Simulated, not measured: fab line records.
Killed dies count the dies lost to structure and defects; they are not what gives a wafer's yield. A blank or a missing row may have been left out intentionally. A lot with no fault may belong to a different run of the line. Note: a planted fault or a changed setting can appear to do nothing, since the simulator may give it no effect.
Matching of chambers	flow nand harc	cmp-02 running NHARC_A_WL_FILL_CMP_12: 4 sister chambers
The step polishes, t overpolish 30 s, target thk 100 nm. 4 wafers are shown with their chamber, then 7 later ones without.

== WAFERS PAIRED WITH THEIR CHAMBERS ==
wafer	chamber	motor current A (A)
L074.4	1	11.7
L083.5	3	11.5
L086.3	0	10.3
L086.5	2	13.0

== WAFERS WITHOUT THEIR CHAMBER ==
wafer	motor current A (A)
L086.6	11.3
L085.1	10.6
L085.3	12.4
L085.5	11.4
L092.1	10.0
L092.3	11.9
L092.6	12.8

== THE CHAMBER EACH PASSED THROUGH ==
wafer	from the rows above	in truth
L086.6	can't be placed: 3 or 1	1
L085.1	can't be placed: 0 or 3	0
L085.3	can't be placed: 2 or 1 or 3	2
L085.5	can't be placed: 3 or 1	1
L092.1	0	0
L092.3	can't be placed: 1 or 3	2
L092.6	2	2
2 of 7 placed correctly. Unplaceable from these rows: 5, with the true chamber sitting among the candidates in 4. 0 placed wrongly.
How it was worked out, from the rows above alone: a wafer's distance from a chamber is the root of the sum, over the readings, of the square of ((its reading less the chamber's mean) divided by the reading's scatter). The wafer belongs to the nearest chamber; if the next one is less than 2 further off, it can't be placed. For every chamber, the mean is computed from those of its wafers that are shown. The scatter: root of mean squared gap, hidden wafer to nearest shown wafer, with one shown wafer a chamber.
